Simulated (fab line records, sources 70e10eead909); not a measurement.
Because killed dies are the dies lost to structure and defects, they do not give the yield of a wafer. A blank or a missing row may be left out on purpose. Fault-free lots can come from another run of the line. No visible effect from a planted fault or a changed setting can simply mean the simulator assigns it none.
Matching of chambers || flow nand_harc || 4 sister chambers for NHARC_A_CHANNEL_FILL_D1_ETCHBACK_19 on rie_si-04
The step etches the open film in HBr/Cl2, target depth 5 nm, time 1.7 s. 16 wafers are shown with their chamber, then 8 later ones without.

## WAFERS PAIRED WITH THEIR CHAMBERS
{"wafer": "L075.3", "chamber": 2, "drypump_motor_current_A (A)": 6.5, "oes_product_au (a.u.)": 1.011, "throttle_valve_pct (%)": 26.396}
{"wafer": "L075.4", "chamber": 1, "drypump_motor_current_A (A)": 5.7, "oes_product_au (a.u.)": 0.996, "throttle_valve_pct (%)": 26.415}
{"wafer": "L075.6", "chamber": 3, "drypump_motor_current_A (A)": 5.7, "oes_product_au (a.u.)": 0.996, "throttle_valve_pct (%)": 26.418}
{"wafer": "L077.1", "chamber": 0, "drypump_motor_current_A (A)": 5.0, "oes_product_au (a.u.)": 1.010, "throttle_valve_pct (%)": 26.403}
{"wafer": "L077.5", "chamber": 3, "drypump_motor_current_A (A)": 5.8, "oes_product_au (a.u.)": 0.991, "throttle_valve_pct (%)": 26.408}
{"wafer": "L077.6", "chamber": 2, "drypump_motor_current_A (A)": 6.5, "oes_product_au (a.u.)": 0.990, "throttle_valve_pct (%)": 26.412}
{"wafer": "L080.1", "chamber": 0, "drypump_motor_current_A (A)": 5.0, "oes_product_au (a.u.)": 0.994, "throttle_valve_pct (%)": 26.383}
{"wafer": "L080.3", "chamber": 2, "drypump_motor_current_A (A)": 6.5, "oes_product_au (a.u.)": 1.008, "throttle_valve_pct (%)": 26.389}
{"wafer": "L080.6", "chamber": 1, "drypump_motor_current_A (A)": 5.6, "oes_product_au (a.u.)": 0.998, "throttle_valve_pct (%)": 26.400}
{"wafer": "L084.1", "chamber": 3, "drypump_motor_current_A (A)": 5.7, "oes_product_au (a.u.)": 1.004, "throttle_valve_pct (%)": 26.386}
{"wafer": "L084.2", "chamber": 1, "drypump_motor_current_A (A)": 5.6, "oes_product_au (a.u.)": 1.001, "throttle_valve_pct (%)": 26.401}
{"wafer": "L084.5", "chamber": 1, "drypump_motor_current_A (A)": 5.6, "oes_product_au (a.u.)": 0.998, "throttle_valve_pct (%)": 26.414}
{"wafer": "L089.1", "chamber": 3, "drypump_motor_current_A (A)": 5.7, "oes_product_au (a.u.)": 0.992, "throttle_valve_pct (%)": 26.402}
{"wafer": "L089.5", "chamber": 0, "drypump_motor_current_A (A)": 5.0, "oes_product_au (a.u.)": 0.996, "throttle_valve_pct (%)": 26.406}
{"wafer": "L089.6", "chamber": 1, "drypump_motor_current_A (A)": 5.6, "oes_product_au (a.u.)": 1.011, "throttle_valve_pct (%)": 26.390}
{"wafer": "L094.4", "chamber": 3, "drypump_motor_current_A (A)": 5.7, "oes_product_au (a.u.)": 0.991, "throttle_valve_pct (%)": 26.405}

SIGNATURES (averages over the wafers above)
{"reading": "drypump_motor_current_A", "chamber 0": 5.000, "chamber 1": 5.620, "chamber 2": 6.500, "chamber 3": 5.720, "scatter within a chamber": 0.0365}
{"reading": "oes_product_au", "chamber 0": 1.00000, "chamber 1": 1.00080, "chamber 2": 1.00300, "chamber 3": 0.99480, "scatter within a chamber": 0.0075}
{"reading": "throttle_valve_pct", "chamber 0": 26.39733, "chamber 1": 26.40400, "chamber 2": 26.39900, "chamber 3": 26.40380, "scatter within a chamber": 0.0115}
Rule: a wafer's distance from a chamber is the root of the sum, over the readings, of the square of ((its reading less the chamber's mean) divided by the reading's scatter). If the next closest chamber is less than 2 further off than the closest, the wafer can't be placed; otherwise it belongs to the closest. The scatter is the square root of a quotient: the sum, over the shown wafers, of each reading's squared deviation from its chamber's mean, divided by wafers minus chambers.

## WAFERS WITH NO CHAMBER GIVEN
{"wafer": "L094.5", "drypump_motor_current_A (A)": 5.6, "oes_product_au (a.u.)": 1.015, "throttle_valve_pct (%)": 26.408}
{"wafer": "L094.6", "drypump_motor_current_A (A)": 6.5, "oes_product_au (a.u.)": 1.017, "throttle_valve_pct (%)": 26.400}
{"wafer": "L095.1", "drypump_motor_current_A (A)": 5.6, "oes_product_au (a.u.)": 1.018, "throttle_valve_pct (%)": 26.402}
{"wafer": "L095.2", "drypump_motor_current_A (A)": 6.5, "oes_product_au (a.u.)": 0.994, "throttle_valve_pct (%)": 26.412}
{"wafer": "L095.4", "drypump_motor_current_A (A)": 5.7, "oes_product_au (a.u.)": 0.998, "throttle_valve_pct (%)": 26.418}
{"wafer": "L097.1", "drypump_motor_current_A (A)": 4.9, "oes_product_au (a.u.)": 0.998, "throttle_valve_pct (%)": 26.412}
{"wafer": "L097.2", "drypump_motor_current_A (A)": 5.6, "oes_product_au (a.u.)": 1.012, "throttle_valve_pct (%)": 26.401}
{"wafer": "L097.4", "drypump_motor_current_A (A)": 6.5, "oes_product_au (a.u.)": 1.008, "throttle_valve_pct (%)": 26.399}

## THE CHAMBER EACH PASSED THROUGH
{"wafer": "L094.5", "from the rows above": 1, "in truth": 1}
{"wafer": "L094.6", "from the rows above": 2, "in truth": 2}
{"wafer": "L095.1", "from the rows above": 1, "in truth": 1}
{"wafer": "L095.2", "from the rows above": 2, "in truth": 2}
{"wafer": "L095.4", "from the rows above": "can't be placed: 3 or 1", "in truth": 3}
{"wafer": "L097.1", "from the rows above": 0, "in truth": 0}
{"wafer": "L097.2", "from the rows above": 1, "in truth": 1}
{"wafer": "L097.4", "from the rows above": 2, "in truth": 2}
7 of 8 placed correctly. From these rows, 1 cannot be placed; in 1 the true chamber is one of the candidates. 0 placed wrongly.
